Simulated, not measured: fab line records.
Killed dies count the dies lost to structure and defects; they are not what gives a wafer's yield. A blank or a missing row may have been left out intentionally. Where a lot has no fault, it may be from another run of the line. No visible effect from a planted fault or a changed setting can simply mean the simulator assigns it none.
Chamber matching | flow n5 finfet | 4 sister chambers for N5_BEOL_M0_SAQP_ETCH_88 on rie diel-05
The step etches underlayer in N2/H2, target depth 6.5 nm, time 5.2 s. 24 wafers are shown with their chamber, then 12 later ones without.

== WAFERS PAIRED WITH THEIR CHAMBERS ==
wafer  | chamber | drypump motor current A (A) | showerhead plenum p Torr (Torr) | throttle valve pct (%)
L075.3 | 1       | 5.1                         | 2.59                            | 17.58
L075.4 | 2       | 5.8                         | 2.53                            | 17.54
L075.6 | 0       | 5.3                         | 2.52                            | 17.67
L080.1 | 0       | 5.3                         | 2.52                            | 17.67
L080.4 | 2       | 5.9                         | 2.53                            | 17.53
L080.5 | 0       | 5.3                         | 2.52                            | 17.67
L082.1 | 1       | 5.1                         | 2.59                            | 17.59
L082.4 | 2       | 5.9                         | 2.53                            | 17.54
L082.5 | 0       | 5.3                         | 2.52                            | 17.68
L081.1 | 2       | 5.9                         | 2.53                            | 17.54
L081.3 | 0       | 5.3                         | 2.52                            | 17.67
L081.6 | 1       | 5.1                         | 2.59                            | 17.60
L083.3 | 0       | 5.3                         | 2.52                            | 17.69
L083.5 | 3       | 6.3                         | 2.73                            | 17.92
L083.6 | 2       | 5.9                         | 2.53                            | 17.56
L085.1 | 2       | 5.9                         | 2.53                            | 17.59
L085.2 | 0       | 5.3                         | 2.52                            | 17.71
L085.3 | 1       | 5.1                         | 2.58                            | 17.61
L085.4 | 3       | 6.3                         | 2.73                            | 17.92
L085.5 | 3       | 6.3                         | 2.72                            | 17.91
L085.6 | 0       | 5.3                         | 2.52                            | 17.68
L088.1 | 0       | 5.3                         | 2.52                            | 17.70
L088.2 | 1       | 5.1                         | 2.58                            | 17.60
L088.3 | 3       | 6.3                         | 2.72                            | 17.92

SIGNATURES (averages over the wafers above)
reading                  | chamber 0 | chamber 1 | chamber 2 | chamber 3 | scatter within a chamber
drypump motor current A  | 5.300     | 5.100     | 5.883     | 6.300     | 0.0204
showerhead plenum p Torr | 2.5200    | 2.5860    | 2.5300    | 2.7250    | 0.00332
throttle valve pct       | 17.6822   | 17.5960   | 17.5500   | 17.9175   | 0.0154
Rule: for a wafer and a chamber, the distance is found by dividing, reading by reading, the gap between the wafer's reading and the chamber's mean by the reading's scatter, squaring, summing and taking the root. The wafer belongs to the nearest chamber; if the next one is less than 2 further off, it can't be placed. How the scatter is found: for the shown wafers, subtract from each reading the mean of its chamber, square and add these, divide the total by (wafers less chambers), then take the root.

== WAFERS WHOSE CHAMBER IS MISSING ==
wafer  | drypump motor current A (A) | showerhead plenum p Torr (Torr) | throttle valve pct (%)
L091.1 | 6.3                         | 2.72                            | 17.91
L091.2 | 5.1                         | 2.58                            | 17.63
L091.3 | 5.9                         | 2.52                            | 17.58
L091.4 | 5.3                         | 2.52                            | 17.68
L091.5 | 5.1                         | 2.58                            | 17.61
L091.6 | 5.3                         | 2.52                            | 17.71
L094.1 | 5.1                         | 2.58                            | 17.64
L094.2 | 6.3                         | 2.72                            | 17.94
L094.3 | 5.3                         | 2.51                            | 17.70
L094.4 | 5.9                         | 2.52                            | 17.59
L094.5 | 6.3                         | 2.72                            | 17.93
L094.6 | 5.3                         | 2.51                            | 17.70

== THE CHAMBER EACH PASSED THROUGH ==
wafer  | from the rows above | in truth
L091.1 | 3                   | 3
L091.2 | 1                   | 1
L091.3 | 2                   | 2
L091.4 | 0                   | 0
L091.5 | 1                   | 1
L091.6 | 0                   | 0
L094.1 | 1                   | 1
L094.2 | 3                   | 3
L094.3 | 0                   | 0
L094.4 | 2                   | 2
L094.5 | 3                   | 3
L094.6 | 0                   | 0
Correctly placed: 12 of 12. Left unplaced by these rows: 0. Wrongly placed: 0.
